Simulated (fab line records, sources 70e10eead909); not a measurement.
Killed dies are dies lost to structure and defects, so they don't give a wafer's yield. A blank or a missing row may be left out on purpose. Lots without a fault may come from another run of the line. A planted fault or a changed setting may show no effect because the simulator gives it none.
A struck lot beside a sound one | flow nand_harc | 39 steps out of a route of 1302
Sound: wafers L850.1, L850.3, L850.6. Struck: wafers L846.1, L846.4, L846.6. The cause comes at the end.
At each step with rows: each side's tool, then ch and its chambers, then its first start. Under that, the readings that differ: sound wafers | struck wafers | difference of the means | sigmas: that difference in standard deviations of wafers without a fault.
alike: readings whose means differ by less than 2 such deviations, and words and numbers that are the same on both sides. not compared: withheld readings, readings that some wafer has no value for, bounds like >300 that may hide the same value, and numbers for which the record gives no deviation and whose values overlap.
The two part at a step that has a row with sigmas, a row that says differs or no value, or rows on one side only. Numbers that don't overlap but have no deviation are shown without sigmas and don't part them. A reading that every wafer of one side lacks parts them only if that side has two wafers or more.

first, 10 steps without rows for these wafers: NHARC_A_CHANNEL_HOLE_D2_DEP_00 (deposits aC, target thk 3100 nm); NHARC_A_CHANNEL_HOLE_D2_DEP_01 (deposits SiON, target thk 140 nm); NHARC_A_CHANNEL_HOLE_D2_DEHYDRATE_02 (time 120 s); NHARC_A_CHANNEL_HOLE_D2_HMDS_03 (time 30 s); NHARC_A_CHANNEL_HOLE_D2_COAT_36 (time 75 s); NHARC_A_CHANNEL_HOLE_D2_COAT_37 (time 65 s); NHARC_A_CHANNEL_HOLE_D2_COAT_04 (resist thk 90 nm); NHARC_A_CHANNEL_HOLE_D2_SOFTBAKE_05 (time 55 s); NHARC_A_CHANNEL_HOLE_D2_EBR_06; NHARC_A_CHANNEL_HOLE_D2_EXPOSE_07 (exposes mask HOLE D2, target cd 100 nm).
NHARC_A_CHANNEL_HOLE_D2_PEB_08: peb time 65 s.
  sound on litho_track-04 ch 0, day 22 20:55; struck on litho_track-06 ch 0, day 20 20:35
then, 1 step without rows for these wafers: NHARC_A_CHANNEL_HOLE_D2_DEVELOP_09 (develop time 35 s).
NHARC_A_CHANNEL_HOLE_D2_CD_MEAS_10: target cd 100 nm.
  sound on cd_sem-03 ch 0, day 22 21:00; struck on cd_sem-02 ch 0, day 20 20:40
  reading    | sound          | struck            | difference | sigmas
  cd_nm (nm) | 99.8 99.7 99.7 | 104.7 104.9 105.5 | +5.3       | +9
NHARC_A_CHANNEL_HOLE_D2_DESCUM_15: chemistry O2, time 3 s.
  sound on rie_diel-05 ch 0,1,3, day 22 21:11; struck on rie_diel-09 ch 0,2, day 20 20:52
  reading                            | sound           | struck          | difference | sigmas
  model.A_CHANNEL_HOLE_D2.cd_nm (nm) | 100 100.3 100.2 | 104.1 104.4 105 | +4.3       |
  alike: chamber_pressure_mTorr, drypump_motor_current_A, mfc_ar_sccm, oes_product_au, rf_vpp_V, showerhead_plenum_p_Torr, throttle_valve_pct
  not compared: rf_hours_counter_h
then, 4 steps without rows for these wafers: NHARC_A_CHANNEL_HOLE_D2_ETCH_38 (etches the open film in CF4, target depth 39 nm, time 65 s); NHARC_A_CHANNEL_HOLE_D2_ETCH_39 (etches the open film in N2/H2, target depth 260 nm, time 325 s); NHARC_A_CHANNEL_HOLE_D2_ETCH_34 (etches the open film in CF4/CHF3, target depth 154 nm, time 77 s); NHARC_A_CHANNEL_HOLE_D2_ETCH_16 (etches the open film in O2/COS, target depth 3100 nm, time 806 s).
NHARC_A_CHANNEL_HOLE_D2_CD_MEAS_18:
  sound on cd_sem-03, day 22 22:18; struck on cd_sem-02, day 20 21:57
  reading    | sound            | struck            | difference | sigmas
  cd_nm (nm) | 95.5 102.2 102.8 | 104.3 105.7 107.0 | +5.5       | +2
then, 12 steps without rows for these wafers: NHARC_A_CHANNEL_HOLE_D2_ETCH_19 (etches the open film in C4F8/O2/Ar, time 34.5 s); NHARC_A_CHANNEL_HOLE_D2_ETCH_20 (etches the open film in C4F8/O2/Ar, time 361.9 s, target depth 1600 nm); NHARC_A_CHANNEL_HOLE_D2_ETCH_21 (etches the open film in C4F8/O2/Ar, time 514.3 s, target depth 1600 nm); NHARC_A_CHANNEL_HOLE_D2_ETCH_22 (etches the open film in C4F8/O2/Ar, time 666.7 s, target depth 1600 nm); NHARC_A_CHANNEL_HOLE_D2_ETCH_23 (etches the open film in C4F8/O2/Ar, time 819 s, target depth 1600 nm); NHARC_A_CHANNEL_HOLE_D2_ETCH_24 (etches the open film in C4F8/O2/Ar, time 906.2 s, target depth 1500 nm); NHARC_A_CHANNEL_HOLE_D2_ETCH_25 (etches the open film in C4F8/O2/Ar, time 1040.2 s, target depth 1500 nm); NHARC_A_CHANNEL_HOLE_D2_ETCH_26 (etches the open film in C4F8/O2/Ar, time 224.1 s, target depth 300 nm); NHARC_A_CHANNEL_HOLE_D2_ETCH_27 (etches the open film in C4F8/O2/Ar, time 90 s, target depth 400 nm); NHARC_A_CHANNEL_HOLE_D2_STRIP_41 (strips in N2/H2); NHARC_A_CHANNEL_HOLE_D2_STRIP_42 (strips in CF4/CHF3); NHARC_A_CHANNEL_HOLE_D2_STRIP_43 (strips in O2/COS).
NHARC_A_CHANNEL_HOLE_D2_ETCH_44: etches the open film in CF4/O2, target depth 140 nm, overetch 14 nm, time 77 s.
  sound on rie_diel-05 ch 1,3, day 23 03:07; struck on rie_diel-05 ch 1,2,3, day 21 02:44
  reading                            | sound            | struck            | difference | sigmas
  model.A_CHANNEL_HOLE_D2.cd_nm (nm) | 90.49 89.84 88.5 | 95.57 94.34 94.92 | +5.33      |
  alike: bias_w, chamber_pressure_mTorr, drypump_motor_current_A, mfc_ar_sccm, oes_o_777_au, oes_product_au, rf_vpp_V, showerhead_plenum_p_Torr, throttle_valve_pct
  not compared: rf_hours_counter_h
then, 3 steps without rows for these wafers: NHARC_A_CHANNEL_HOLE_D2_STRIP_28 (strips in O2); NHARC_A_CHANNEL_HOLE_D2_PRECLEAN_29 (cleans in SC1); NHARC_A_CHANNEL_HOLE_D2_SRD_30.
NHARC_A_CHANNEL_HOLE_D2_CD_MEAS_31:
  sound on cd_sem-03, day 23 03:55; struck on cd_sem-01, day 21 03:32
  reading    | sound          | struck         | difference | sigmas
  cd_nm (nm) | 90.7 89.8 88.9 | 95.8 94.4 94.9 | +5.2       | +4
NHARC_A_CHANNEL_HOLE_D2_XSEM_32:
  sound on xsem-02 ch 0, day 23 04:01; struck on xsem-01 ch 0, day 21 03:37
  reading        | sound          | struck         | difference | sigmas
  bot_cd_nm (nm) | 75.0 75.0 73.9 | 80.1 80.1 79.9 | +5.4       | +4
  alike: bow_nm, tilt_deg
-- the record jumps here: 11 days lie between the struck wafers' starts before and after (it left off in module A_CHANNEL_HOLE_D2 and takes up again in module END, whose first step shown is number 1301 of the route) --
NHARC_END_WLT_00:
  sound on prober-01, day 34 03:14; struck on prober-02, day 31 21:17
  reading                           | sound             | struck            | difference | sigmas
  VT_DECK1_BOTTOM                   | 0.884 0.888 0.886 | 0.867 0.868 0.866 | -0.019     | -3
  VT_DECK1_MIDDLE                   | 0.886 0.899 0.894 | 0.878 0.878 0.875 | -0.016     | -3
  VT_DECK1_MIDDLE_INNER             | 0.890 0.901 0.890 | 0.879 0.874 0.880 | -0.016     | -3
  VT_DECK1_TOP_INNER                | 0.916 0.911 0.904 | 0.886 0.897 0.895 | -0.018     | -3
  VT_DECK2_BOTTOM                   | 0.868 0.867 0.863 | 0.887 0.894 0.893 | +0.025     | +4
  VT_DECK2_BOTTOM_INNER             | 0.866 0.876 0.864 | 0.893 0.892 0.896 | +0.025     | +4
  VT_DECK2_MEDIAN_NEAR_BOTTOM       | 0.871 0.862 0.861 | 0.893 0.889 0.895 | +0.028     | +4
  VT_DECK2_MEDIAN_NEAR_BOTTOM_INNER | 0.870 0.864 0.858 | 0.890 0.894 0.889 | +0.027     | +4
  VT_DECK2_MIDDLE                   | 0.877 0.874 0.876 | 0.908 0.902 0.907 | +0.030     | +5
  VT_DECK2_MIDDLE_INNER             | 0.878 0.879 0.871 | 0.901 0.903 0.897 | +0.024     | +4
  VT_DECK2_TOP                      | 0.891 0.884 0.897 | 0.913 0.912 0.909 | +0.021     | +3
  VT_DECK2_TOP_INNER                | 0.892 0.883 0.886 | 0.916 0.921 0.911 | +0.029     | +4
  alike: VT_DECK1_BOTTOM_INNER, VT_DECK1_MEDIAN_NEAR_BOTTOM, VT_DECK1_MEDIAN_NEAR_BOTTOM_INNER, VT_DECK1_TOP
NHARC_END_SORT_01:
  the record has rows for the struck wafers here (prober-02 ch 0, day 32 02:40) and none for the sound ones

WHERE THEY PART
First at NHARC_A_CHANNEL_HOLE_D2_CD_MEAS_10; last, within this record, at NHARC_END_SORT_01.

WHY: what the simulator had put in
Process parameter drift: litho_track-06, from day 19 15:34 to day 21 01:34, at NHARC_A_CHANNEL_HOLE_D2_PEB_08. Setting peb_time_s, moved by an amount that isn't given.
